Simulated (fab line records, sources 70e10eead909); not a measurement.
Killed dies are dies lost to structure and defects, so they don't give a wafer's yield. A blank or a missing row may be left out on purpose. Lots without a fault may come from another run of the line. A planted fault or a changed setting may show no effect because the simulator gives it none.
fab line records | flow nand_harc
record lots=6 wafers=18 last_day=33
route steps=1302 shown A_ONON_D2@554
lots that met no fault: from a run of the same line without faults
start_h: hours from the record's first day to the start of the lot's first wafer shown | wait_h: hours since the lot's step before | " the same as in the row above | L1.1+2: a row that stands for several wafers | - no value, or no start given | * or withheld: withheld | < > ~ a bound
route shown NAME@n: a module of which the file shows steps, and the number in the route of the first | usual: mean/standard deviation of fault-free wafers | same: alike in all rows | chamber/n: place in a boat | sites: the reading at each site | _std_site: their standard deviation | _edge_site: outer sites' mean less inner sites' | radius_mm: how far each site lies from the wafer's centre | mask NAME#n: copy n | behind: the tool/chamber that last shaped the wafer | hold: why the lot was held/for how many hours/how that ended | device: the transistor (n, p or np) that didn't switch | end of line: the same wafers' tests at the end of the route | a step without rows: its recipe alone | killed: dies lost to structure and defects at the first sort, not the wafer's yield | map: a wafer's dies, x killed, . not, _ none there
set.NAME: the setting as run; set.NAME@STEP: as run at that earlier step | model.NAME: the simulator's own value behind a step, which no gauge read
lots at some steps of the route; a table a step, a row a wafer
services: from which hour (start_h, from the record's first day; less than 0 if before it) a tool's chamber was out of use, for how many hours, and why
## steps
# step NHARC_A_ONON_D2_THK_MEAS_14
# recipe thk_meas_gauge=ellipsometry
# usual thk_nm=1001/9.4
# columns lot.wafer tool chamber start_h wait_h thk_nm
L284.2 film_metro-01 - 305.56 - 983
L284.3 " - " " 979
L284.6 " - " " 980
L289.1 film_metro-02 - 365.07 - 998
L289.2 " - " " 997
L289.6 " - " " 998
L293.1 film_metro-02 - 419.82 - 1010
L293.3 " - " " 1011
L293.6 " - " " 1010
L298.3 film_metro-02 - 452.01 - 1008
L298.5 " - " " 1008
L298.6 " - " " 1006
L300.1 film_metro-01 - 478.87 - 998
L300.2 " - " " 999
L300.4 " - " " 998
L303.2 film_metro-02 - 511.87 - 997
L303.3 " - " " 996
L303.5 " - " " 999
# step NHARC_A_ONON_D2_ANNEAL_15
# recipe temp_c=750 time_s=3600
# step NHARC_A_ONON_D2_DEP_16
# recipe target_thk_a=10000 n2_flow_sccm=2750 n2o_flow_sccm=2000 nh3_flow_sccm=500 sih4_flow_sccm=210 temp_c=400
# step NHARC_A_ONON_D2_THK_MEAS_18
# recipe thk_meas_gauge=ellipsometry
# usual thk_nm=1001/6.7
# columns lot.wafer tool chamber start_h wait_h thk_nm
L284.2 film_metro-01 - 313.76 - 1011
L284.3 " - " " 1015
L284.6 " - " " 1012
L289.1 film_metro-01 - 372.77 - 1000
L289.2 " - " " 1000
L289.6 " - " " 1000
L293.1 film_metro-02 - 428.05 - 994
L293.3 " - " " 994
L293.6 " - " " 994
L298.3 film_metro-01 - 459.69 - 1005
L298.5 " - " " 1004
L298.6 " - " " 1003
L300.1 film_metro-02 - 486.59 - 999
L300.2 " - " " 997
L300.4 " - " " 998
L303.2 film_metro-02 - 520.21 - 998
L303.3 " - " " 996
L303.5 " - " " 998
# step NHARC_A_ONON_D2_DEP_19
# recipe target_thk_a=10000 n2_flow_sccm=2750 n2o_flow_sccm=2000 nh3_flow_sccm=500 sih4_flow_sccm=210 temp_c=400
# step NHARC_A_ONON_D2_THK_MEAS_21
# recipe thk_meas_gauge=ellipsometry
# usual thk_nm=1001/9.5
# columns lot.wafer tool chamber start_h wait_h thk_nm
L284.2 film_metro-01 - 314.32 - 995
L284.3 " - " " 995
L284.6 " - " " 996
L289.1 film_metro-02 - 373.34 - 1006
L289.2 " - " " 1004
L289.6 " - " " 1005
L293.1 film_metro-01 - 428.74 - 998
L293.3 " - " " 997
L293.6 " - " " 998
L298.3 film_metro-01 - 460.26 - 1027
L298.5 " - " " 1027
L298.6 " - " " 1026
L300.1 film_metro-02 - 487.16 - 1004
L300.2 " - " " 1007
L300.4 " - " " 1005
L303.2 film_metro-01 - 520.78 - 1006
L303.3 " - " " 1006
L303.5 " - " " 1006
# step NHARC_A_ONON_D2_DEP_22
# recipe target_thk_a=10000 n2_flow_sccm=2750 n2o_flow_sccm=2000 nh3_flow_sccm=500 sih4_flow_sccm=210 temp_c=400
# step NHARC_A_ONON_D2_THK_MEAS_24
# recipe thk_meas_gauge=ellipsometry
# usual thk_nm=1001/9.2
# columns lot.wafer tool chamber start_h wait_h thk_nm
L284.2 film_metro-02 - 314.88 - 991
L284.3 " - " " 990
L284.6 " - " " 992
L289.1 film_metro-02 - 373.91 - 993
L289.2 " - " " 992
L289.6 " - " " 991
L293.1 film_metro-02 - 429.31 - 1003
L293.3 " - " " 1005
L293.6 " - " " 1003
L298.3 film_metro-01 - 460.83 - 998
L298.5 " - " " 997
L298.6 " - " " 999
L300.1 film_metro-02 - 487.74 - 1008
L300.2 " - " " 1007
L300.4 " - " " 1006
L303.2 film_metro-01 - 521.34 - 1017
L303.3 " - " " 1017
L303.5 " - " " 1016
# step NHARC_A_ONON_D2_DEP_25
# recipe target_thk_a=10000 n2_flow_sccm=2750 n2o_flow_sccm=2000 nh3_flow_sccm=500 sih4_flow_sccm=210 temp_c=400
# step NHARC_A_ONON_D2_THK_MEAS_27
# recipe thk_meas_gauge=ellipsometry
# usual thk_nm=1001/8.4
# columns lot.wafer tool chamber start_h wait_h thk_nm
L284.2 film_metro-02 - 315.44 - 1003
L284.3 " - " " 1002
L284.6 " - " " 1002
L289.1 film_metro-01 - 374.47 - 997
L289.2 " - " " 998
L289.6 " - " " 999
L293.1 film_metro-01 - 429.87 - 1003
L293.3 " - " " 1003
L293.6 " - " " 1004
L298.3 film_metro-02 - 461.40 - 1015
L298.5 " - " " 1012
L298.6 " - " " 1013
L300.1 film_metro-02 - 488.30 - 993
L300.2 " - " " 992
L300.4 " - " " 994
L303.2 film_metro-01 - 521.90 - 1011
L303.3 " - " " 1012
L303.5 " - " " 1011
# step NHARC_A_ONON_D2_DEP_28
# recipe target_thk_a=10000 n2_flow_sccm=2750 n2o_flow_sccm=2000 nh3_flow_sccm=500 sih4_flow_sccm=210 temp_c=400
# step NHARC_A_ONON_D2_THK_MEAS_30
# recipe thk_meas_gauge=ellipsometry
# usual thk_nm=1001/10
# columns lot.wafer tool chamber start_h wait_h thk_nm
L284.2 film_metro-02 - 316.00 - 985
L284.3 " - " " 985
L284.6 " - " " 986
L289.1 film_metro-01 - 375.03 - 997
L289.2 " - " " 995
L289.6 " - " " 996
L293.1 film_metro-02 - 430.44 - 995
L293.3 " - " " 995
L293.6 " - " " 996
L298.3 film_metro-02 - 461.99 - 1009
L298.5 " - " " 1008
L298.6 " - " " 1009
L300.1 film_metro-01 - 488.88 - 1018
L300.2 " - " " 1017
L300.4 " - " " 1017
L303.2 film_metro-02 - 522.48 - 1020
L303.3 " - " " 1017
L303.5 " - " " 1018
# step NHARC_A_ONON_D2_DEP_33
# recipe target_thk_a=2000 temp_c=400 pressure_torr=6.5 rf_w=900 teos_flow_sccm=161.4 flow_sccm=2650 target_thk_nm=200 gas=O2 material=SiO2
# usual heater_power_w=543/76 mfc_precursor_sccm=161.4/0.43 susceptor_temp_C=399.99/0.22 throttle_valve_pct=16.0/0.65
# columns lot.wafer tool chamber start_h wait_h heater_power_w mfc_precursor_sccm susceptor_temp_C throttle_valve_pct
L284.3 pecvd-03 1 316.06 0.1 568 160.9 400.12 15.7
L284.2 " 0 " " 541 161.4 399.58 15.4
L284.6 " 1 " " 581 161.4 400.13 15.9
L289.1 pecvd-01 2 375.09 0.1 392 161.0 400.20 14.6
L289.2 " 1 " " 527 160.4 399.80 17.1
L289.6 " 1 " " 527 161.5 399.99 17.0
L293.3 pecvd-03 1 430.54 0.1 558 204.1 400.38 16.8
L293.1 " 2 " " 652 203.9 400.46 16.6
L293.6 " 2 " " 685 203.6 400.55 16.3
L298.3 pecvd-03 2 462.09 0.1 620 203.8 400.13 16.3
L298.5 " 2 " " 640 204.2 399.80 16.6
L298.6 " 0 " " 639 203.8 399.89 15.8
L300.2 pecvd-02 2 488.98 0.1 494 161.6 400.26 16.1
L300.1 " 0 " " 576 161.6 399.78 15.4
L300.4 " 2 " " 508 161.6 400.54 16.1
L303.3 pecvd-01 0 522.58 0.1 407 161.2 400.31 16.2
L303.2 " 1 " " 492 161.4 399.82 16.4
L303.5 " 0 " " 409 162.1 400.05 16.3
# step NHARC_A_ONON_D2_THK_MEAS_34
# recipe thk_meas_gauge=ellipsometry
# usual thk_nm=200.1/2.4
# columns lot.wafer tool chamber start_h wait_h thk_nm
L284.2 film_metro-01 - 316.47 - 201.0
L284.3 " - " " 201.6
L284.6 " - " " 203.5
L289.1 film_metro-01 - 375.51 - 198.6
L289.2 " - " " 200.1
L289.6 " - " " 201.4
L293.1 film_metro-01 - 430.91 - 248.8
L293.3 " - " " 250.9
L293.6 " - " " 252.3
L298.3 film_metro-01 - 462.49 - 250.4
L298.5 " - " " 253.9
L298.6 " - " " 251.6
L300.1 film_metro-01 - 489.34 - 201.3
L300.2 " - " " 198.0
L300.4 " - " " 203.4
L303.2 film_metro-02 - 522.98 - 194.0
L303.3 " - " " 194.6
L303.5 " - " " 199.2
## services
# columns tool chamber start_h hours kind
pecvd-01 - 311.32 13.0 pm
pecvd-01 0 311.32 17.7 vent_cycle
pecvd-01 1 311.32 13.0 vent_cycle
pecvd-01 2 311.32 13.0 vent_cycle
pecvd-01 1 324.32 - clean
pecvd-01 2 324.32 - clean
pecvd-03 - 366.40 13.0 pm
pecvd-03 0 366.40 13.0 vent_cycle
pecvd-03 1 366.40 13.0 vent_cycle
pecvd-03 2 366.40 13.0 vent_cycle
pecvd-03 0 379.40 - clean
pecvd-03 1 379.40 - clean
pecvd-03 2 379.40 - clean
pecvd-03 1 412.99 - calibration
pecvd-02 - 431.69 13.0 pm
pecvd-02 - 450.17 0.5 repair
pecvd-02 - 491.29 1.2 repair
pecvd-01 - 492.32 13.0 pm
pecvd-01 0 492.32 13.0 vent_cycle
pecvd-01 1 492.32 13.0 vent_cycle
pecvd-01 2 492.32 13.0 vent_cycle
pecvd-01 0 505.32 - clean
pecvd-01 1 505.32 - clean
pecvd-01 2 505.32 - clean
## key
first_sign step=NHARC_A_ONON_D2_DEP_33 reading=mfc_precursor_sccm direction=up sigmas=99 usual=161.4 struck=203.9
effect step=NHARC_A_ONON_D2_THK_MEAS_34 reading=thk_nm direction=up sigmas=21 usual=200.1 struck=251.3
met_at NHARC_A_ONON_D2_DEP_33
struck_wafers L293.1,L293.3,L293.6,L298.3,L298.5,L298.6
tester_left_out L293,L298
onset_between 316.06 430.54
fault kind=process_parameter_drift tool=pecvd-03 chamber=- onset_h=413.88 steps=NHARC_A_ONON_D2_DEP_33 channel=teos_flow_sccm offset=* shape=step end_h=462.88 acts_in=* stated=*
# tester_left_out: of these lots the tester's yield and bins aren't shown, on N5 and GAA mostly nor the transistor test; their killed dies are dies lost to structure and defects alone, not to doping, threshold or leakage, so they don't give the yield
